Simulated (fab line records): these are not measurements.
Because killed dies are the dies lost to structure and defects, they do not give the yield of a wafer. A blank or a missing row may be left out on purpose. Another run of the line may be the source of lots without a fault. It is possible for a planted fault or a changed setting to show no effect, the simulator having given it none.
Matching of chambers + flow n5-finfet + N5_BEOL_M0_SAQP_ETCH_73 on rie-diel-05 has 4 sister chambers
The step etches SiARC in CF4, target depth 19.5 nm, time 32.5 s. 20 wafers are shown with their chamber, then 10 later ones without.

== EACH WAFER AND ITS CHAMBER ==
| wafer  | chamber | throttle-valve-pct (%) | drypump-motor-current-A (A) | showerhead-plenum-p-Torr (Torr) |
|--------|---------|------------------------|-----------------------------|---------------------------------|
| L075.3 | 2       | 15.99                  | 5.65                        | 2.12                            |
| L075.4 | 3       | 15.23                  | 5.77                        | 2.09                            |
| L075.6 | 0       | 15.67                  | 5.78                        | 2.13                            |
| L079.1 | 0       | 15.72                  | 5.79                        | 2.12                            |
| L079.2 | 2       | 16.01                  | 5.67                        | 2.12                            |
| L079.3 | 1       | 15.89                  | 5.18                        | 2.05                            |
| L080.1 | 0       | 15.71                  | 5.78                        | 2.12                            |
| L080.3 | 3       | 15.25                  | 5.77                        | 2.09                            |
| L080.4 | 2       | 16.02                  | 5.67                        | 2.11                            |
| L081.1 | 2       | 16.01                  | 5.62                        | 2.11                            |
| L081.2 | 3       | 15.25                  | 5.76                        | 2.09                            |
| L081.4 | 1       | 15.87                  | 5.21                        | 2.05                            |
| L085.3 | 0       | 15.72                  | 5.83                        | 2.12                            |
| L085.5 | 1       | 15.91                  | 5.17                        | 2.05                            |
| L085.6 | 0       | 15.73                  | 5.78                        | 2.12                            |
| L089.1 | 0       | 15.73                  | 5.76                        | 2.12                            |
| L089.3 | 3       | 15.29                  | 5.74                        | 2.09                            |
| L089.5 | 3       | 15.28                  | 5.75                        | 2.08                            |
| L091.1 | 0       | 15.75                  | 5.78                        | 2.12                            |
| L091.3 | 2       | 16.05                  | 5.67                        | 2.11                            |

SIGNATURES, as means of the wafers listed above
| reading                  | chamber 0 | chamber 1 | chamber 2 | chamber 3 | scatter within a chamber |
|--------------------------|-----------|-----------|-----------|-----------|--------------------------|
| throttle-valve-pct       | 15.7186   | 15.8900   | 16.0160   | 15.2600   | 0.0235                   |
| drypump-motor-current-A  | 5.7857    | 5.1867    | 5.6560    | 5.7580    | 0.0197                   |
| showerhead-plenum-p-Torr | 2.1214    | 2.0500    | 2.1140    | 2.0880    | 0.00423                  |
Rule: for each reading, subtract the chamber's mean from the wafer's reading, divide by that reading's scatter and square the result; add these up over the readings and take the root, which gives the wafer's distance from the chamber. If the next closest chamber is less than 2 further off than the closest, the wafer can't be placed; otherwise it belongs to the closest. How the scatter is found: for the shown wafers, subtract from each reading the mean of its chamber, square and add these, divide the total by (wafers less chambers), then take the root.

== WAFERS WITHOUT THEIR CHAMBER ==
| wafer  | throttle-valve-pct (%) | drypump-motor-current-A (A) | showerhead-plenum-p-Torr (Torr) |
|--------|------------------------|-----------------------------|---------------------------------|
| L091.6 | 16.05                  | 5.67                        | 2.11                            |
| L092.3 | 15.93                  | 5.20                        | 2.04                            |
| L092.4 | 15.30                  | 5.75                        | 2.08                            |
| L092.5 | 16.06                  | 5.67                        | 2.11                            |
| L094.1 | 16.05                  | 5.64                        | 2.11                            |
| L094.2 | 15.75                  | 5.79                        | 2.11                            |
| L094.5 | 16.06                  | 5.61                        | 2.11                            |
| L096.3 | 15.31                  | 5.77                        | 2.08                            |
| L096.5 | 15.97                  | 5.17                        | 2.04                            |
| L096.6 | 15.30                  | 5.76                        | 2.08                            |

== THE CHAMBER EACH PASSED THROUGH ==
| wafer  | from the rows above | in truth |
|--------|---------------------|----------|
| L091.6 | 2                   | 2        |
| L092.3 | 1                   | 1        |
| L092.4 | 3                   | 3        |
| L092.5 | 2                   | 2        |
| L094.1 | 2                   | 2        |
| L094.2 | 0                   | 0        |
| L094.5 | 2                   | 2        |
| L096.3 | 3                   | 3        |
| L096.5 | 1                   | 1        |
| L096.6 | 3                   | 3        |
Correctly placed: 10 of 10. Can't be placed from these rows: 0. Wrongly placed: 0.
